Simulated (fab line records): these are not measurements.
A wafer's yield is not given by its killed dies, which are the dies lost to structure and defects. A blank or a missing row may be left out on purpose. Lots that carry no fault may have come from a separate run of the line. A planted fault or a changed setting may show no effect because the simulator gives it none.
Struck lot and sound lot, side by side + flow n5 finfet + 15 steps out of a route of 1938
Sound: the wafers L688.1, L688.2, L688.3. Struck: wafers L697.1, L697.3, L697.5. The cause is named last.
Order at every step that has rows: each side's tool, ch and its chambers, its first start. Under that, the readings that differ: sound wafers + struck wafers + difference of the means + sigmas: that difference in standard deviations of wafers without a fault.
alike: words and numbers the same on both sides, and readings whose means are apart by under 2 such deviations; not compared: readings that were withheld, readings missing a value for some wafer, numbers with overlapping values and no deviation given by the record, and bounds like >300 which may hide the same value.
A row with sigmas, a row that says differs or no value, or rows on one side alone: a step with any of these is where the two part. Non-overlapping numbers with no deviation appear without sigmas and do not part them. Lack of a reading on every wafer of one side parts them only where that side has two or more wafers.

first, 1 step without rows for these wafers: N5_PASSIVATION_STRIP_14 (strips in O2).
N5_PASSIVATION_ETCH_15: etches SiCN in CF4/N2, target depth 75 nm, time 81.2 s.
  sound on rie diel-02 ch 0,1,2; struck on rie diel-01 ch 0,2,3
  alike: drypump motor current A, n2 flow sccm, oes product au, rf vpp V, showerhead plenum p Torr, throttle valve pct
  not compared: rf hours counter h
then, 2 steps without rows for these wafers: N5_PASSIVATION_STRIP_73 (strips in post etch residue remover, time 60 s); N5_PASSIVATION_SRD_17 (time 30 s, dry time 30 s).
N5_PASSIVATION_DEGAS_18: time 60 s.
  struck on pvd sputter-03, day 17 04:28; sound on pvd sputter-02, day 14 00:55
  alike: heater power w, susceptor temp C
N5_PASSIVATION_PRE_CLEAN_19:
  struck on pvd sputter-03, day 17 04:30; sound on pvd sputter-02, day 14 00:58
  alike: heater power w
  not compared: susceptor temp C
N5_PASSIVATION_SPUTTER_20: material TaN, target thk 50 nm.
  struck on pvd sputter-03, day 17 04:32; sound on pvd sputter-02, day 14 01:00
  alike: susceptor temp C, throttle valve pct
N5_PASSIVATION_AL_DEP_21: deposits Al, target thk 2800 nm, time 170 s.
  struck on pvd sputter-03, day 17 04:38; sound on pvd sputter-02, day 14 01:06
  alike: susceptor temp C, throttle valve pct
then, 4 steps without rows for these wafers: N5_PASSIVATION_HMDS_23 (time 60 s); N5_PASSIVATION_COAT_24; N5_PASSIVATION_EBR_26; N5_PASSIVATION_SOFTBAKE_25 (time 90 s).
N5_PASSIVATION_EXPOSE_27: exposes mask PAD, defocus 0 nm.
  sound on krf scanner-02 ch 0, day 14 01:24; struck on krf scanner-02 ch 0, day 17 04:56
| reading              | sound             | struck            | difference | sigmas |
|----------------------|-------------------|-------------------|------------|--------|
| exposure dose mJ cm2 | 32.27 32.28 32.30 | 32.87 32.89 32.87 | +0.59      | +19    |
  alike: mask
then, 1 step without rows for these wafers: N5_PASSIVATION_PEB_28.
N5_PASSIVATION_PROBE_49:
  struck on prober-02, day 17 10:34; sound on prober-01, day 14 09:35
  alike: defect limited yield, killed_at_M0_to_M3, killed_at_M4_up, killed at contacts, killed at front end, killed at other, killed dies, killed on rim, killed open, killed short, sort_bin_5_function, sort_bin_6_memory, sort n pass, sort yield pct

## WHERE THEY PART
At N5_PASSIVATION_EXPOSE_27 and nowhere else, as far as this record goes. Later steps at which nothing parts them and some readings are alike: N5_PASSIVATION_PROBE_49.

WHY: what the simulator had put in
Process parameter drift: krf scanner-02, from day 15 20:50 on, at N5_PASSIVATION_EXPOSE_27. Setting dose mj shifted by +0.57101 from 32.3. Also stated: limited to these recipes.
